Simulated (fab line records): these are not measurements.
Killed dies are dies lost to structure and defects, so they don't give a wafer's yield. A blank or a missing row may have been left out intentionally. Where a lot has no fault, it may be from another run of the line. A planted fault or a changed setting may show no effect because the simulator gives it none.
Which tool did it? ; flow nandHarc ; Sampling: 15 lots, 45 wafers, 4 of 1302 route steps

== WHAT THE GAUGES SHOWED, per wafer ==
The record holds no reading of a measuring or inspecting step that can be judged against a usual standard deviation.

== TOOL THAT RAN EACH LOT (tool first, then ch and the chambers of the sampled wafers, then the start) ==
lot;NHARC_A_CONTACT_DEP_24;NHARC_A_CONTACT_DEP_29;NHARC_A_CONTACT_DEVELOP_41;NHARC_A_CONTACT_ETCH_51
L358;pecvd-01 ch 0,1,2, day 20 17:15;pecvd-03 ch 0,1, day 20 22:48;lithoTrack-06 ch 0, day 20 23:00;rieDiel-05 ch 0,1, no start
L359;pecvd-01 ch 0,1,2, day 21 08:23;pecvd-02 ch 0,1, day 21 20:04;lithoTrack-01 ch 0, day 21 20:00;rieDiel-05 ch 2,3, no start
L361;pecvd-01 ch 1,2, day 22 19:59;pecvd-01 ch 0,1, day 23 01:35;lithoTrack-04 ch 0, day 23 02:00;rieDiel-10 ch 0,3, no start
L364;pecvd-01 ch 0,1, day 23 09:55;pecvd-01 ch 0,1,2, day 23 14:46;lithoTrack-04 ch 0, day 23 15:00;rieDiel-12 ch 0,1, no start
L365;pecvd-01 ch 0,1,2, day 24 01:40;pecvd-01 ch 0,1,2, day 24 06:25;lithoTrack-01 ch 0, day 24 06:00;rieDiel-10 ch 1,2,3, no start
L366;pecvd-01 ch 0,1, day 24 10:48;pecvd-01 ch 1,2, day 24 16:42;lithoTrack-06 ch 0, day 24 17:00;rieDiel-12 ch 0,3, no start
L368;pecvd-03 ch 0,1, day 24 23:26;pecvd-03 ch 0,1, day 25 05:17;lithoTrack-06 ch 0, day 25 05:00;rieDiel-12 ch 0,2, no start
L367;pecvd-01 ch 0,1,2, day 25 06:52;pecvd-02 ch 0,1, day 25 13:07;lithoTrack-01 ch 0, day 25 13:00;rieDiel-12 ch 0,1,2, no start
L370;pecvd-01 ch 0,1,2, day 25 15:44;pecvd-03 ch 0,1,2, day 25 20:36;lithoTrack-06, day 25 21:00;rieDiel-12 ch 0,1,3, no start
L369;pecvd-01 ch 0,2, day 25 16:07;pecvd-01 ch 0,1,2, day 25 20:58;lithoTrack-01, day 25 21:00;rieDiel-05 ch 0,3, no start
L373;pecvd-02 ch 0,2, day 26 17:38;pecvd-03 ch 0,2, day 26 23:07;lithoTrack-06, day 26 23:00;rieDiel-10 ch 1,2, no start
L371;pecvd-03 ch 1,2, day 26 20:41;pecvd-01 ch 1,2, day 27 03:22;lithoTrack-04 ch 0, day 27 03:00;rieDiel-10 ch 0,3, no start
L379;pecvd-02 ch 0,1, day 29 19:20;pecvd-01 ch 0,2, day 30 00:10;lithoTrack-06 ch 0, day 30 00:00;rieDiel-10 ch 0,1, no start
L380;pecvd-03 ch 1,2, day 30 03:22;pecvd-02 ch 0,1,2, day 30 09:22;lithoTrack-04 ch 0, day 30 09:00;rieDiel-05 ch 0,1,2, no start
L381;pecvd-01 ch 1,2, day 30 11:43;pecvd-03 ch 0,2, day 30 20:23;lithoTrack-06 ch 0, day 30 20:00;rieDiel-10 ch 1,2,3, no start
- NHARC_A_CONTACT_DEP_24: deposits SiO2, target thk 500 nm.
- NHARC_A_CONTACT_DEP_29: deposits SiON, target thk 100 nm.
- NHARC_A_CONTACT_DEVELOP_41: develop time 35 s.
- NHARC_A_CONTACT_ETCH_51: etches the open film in O2/COS, target depth 7000 nm, time 1820 s.

== AS READ BY THE TOOLS THEMSELVES (means over the sampled wafers that have a number; for cases with no such wafer, the mark the record gives instead) ==
NHARC_A_CONTACT_DEP_24.
lot;tool;heaterPowerW (W);throttleValvePct (%)
L358;pecvd-01;565;16.2
L359;pecvd-01;586;16.2
L361;pecvd-01;513;16.3
L364;pecvd-01;514;16.2
L365;pecvd-01;552;16.3
L366;pecvd-01;534;16.2
L368;pecvd-03;602;16.1
L367;pecvd-01;555;16.3
L370;pecvd-01;481;16.5
L369;pecvd-01;488;16.4
L373;pecvd-02;433;16.4
L371;pecvd-03;500;16.3
L379;pecvd-02;504;16.6
L380;pecvd-03;551;16.0
L381;pecvd-01;551;16.5

NHARC_A_CONTACT_DEP_29.
lot;tool;heaterPowerW (W)
L358;pecvd-03;713
L359;pecvd-02;770
L361;pecvd-01;692
L364;pecvd-01;745
L365;pecvd-01;668
L366;pecvd-01;755
L368;pecvd-03;756
L367;pecvd-02;789
L370;pecvd-03;736
L369;pecvd-01;713
L373;pecvd-03;777
L371;pecvd-01;721
L379;pecvd-01;635
L380;pecvd-02;696
L381;pecvd-03;903

NHARC_A_CONTACT_DEVELOP_41.
lot;tool;chillPlateTempC (C)
L358;lithoTrack-06;22.99
L359;lithoTrack-01;23.00
L361;lithoTrack-04;22.87
L364;lithoTrack-04;22.89
L365;lithoTrack-01;22.97
L366;lithoTrack-06;23.14
L368;lithoTrack-06;23.00
L367;lithoTrack-01;22.90
L370;lithoTrack-06;-
L369;lithoTrack-01;-
L373;lithoTrack-06;-
L371;lithoTrack-04;23.13
L379;lithoTrack-06;22.93
L380;lithoTrack-04;23.05
L381;lithoTrack-06;23.05

NHARC_A_CONTACT_ETCH_51.
lot;tool;chamberPressureMTorr (mTorr);drypumpMotorCurrentA (A);oesProductAu (a.u.);rfVppV (V);showerheadPlenumPTorr (Torr);throttleValvePct (%)
L358;rieDiel-05;20.012;5.4;1.005;312.4;3.07;28.329
L359;rieDiel-05;19.992;5.6;1.010;314.5;3.14;28.336
L361;rieDiel-10;20.011;6.1;0.986;311.7;2.96;28.326
L364;rieDiel-12;19.993;5.9;1.012;314.1;3.05;28.327
L365;rieDiel-10;20.007;5.6;0.988;313.1;3.06;28.327
L366;rieDiel-12;19.993;5.5;1.025;316.9;3.29;28.335
L368;rieDiel-12;20.005;5.8;0.988;312.8;3.05;28.329
L367;rieDiel-12;19.985;5.8;0.997;312.3;3.05;28.339
L370;rieDiel-12;20.005;5.7;1.010;314.8;3.17;28.326
L369;rieDiel-05;20.002;5.8;0.997;315.4;3.20;28.328
L373;rieDiel-10;20.000;5.3;1.005;316.1;3.25;28.330
L371;rieDiel-10;19.969;6.1;0.982;316.0;3.27;28.319
L379;rieDiel-10;19.988;5.8;0.978;315.9;3.29;28.329
L380;rieDiel-05;19.981;5.5;1.010;312.7;3.05;28.329
L381;rieDiel-10;19.993;5.6;0.996;314.6;3.19;28.325

== THE ANSWER, worked out from the rows above alone ==
Rule: the lots themselves supply what counts as usual. Put in order of their means at a reading, lots are off if they are a third of the lots or fewer, leave a main group of 4 or more, and stand apart from it by a gap of 3 or more times the standard deviation of the main group's means; of several such gaps the widest counts. A main group is skipped when, at the precision printed for the reading in the tables above, its means are all equal. Also off: a lot with no number at a reading for which 4 or more lots have one. Where the step has rows for the other lots, those lots are counted as sound. First the gauges in route order, then the tools' own readings, where a lot's mean is used as printed above. At the first step where some lot is off, the reading lying furthest off is the one used; lots without a number count as furthest.
Off: L370, L369, L373 (NHARC_A_CONTACT_DEVELOP_41, chillPlateTempC). Without a number there: L370, L369, L373. The main group has a mean of 22.99 C with a standard deviation of 0.085.
A tool fits if, at that step or a process step before it, it ran every lot that is off, and no sound lot after the first of them. Not one of the candidates tried fits.

== WHAT HAD BEEN PUT IN BY THE SIMULATOR ==
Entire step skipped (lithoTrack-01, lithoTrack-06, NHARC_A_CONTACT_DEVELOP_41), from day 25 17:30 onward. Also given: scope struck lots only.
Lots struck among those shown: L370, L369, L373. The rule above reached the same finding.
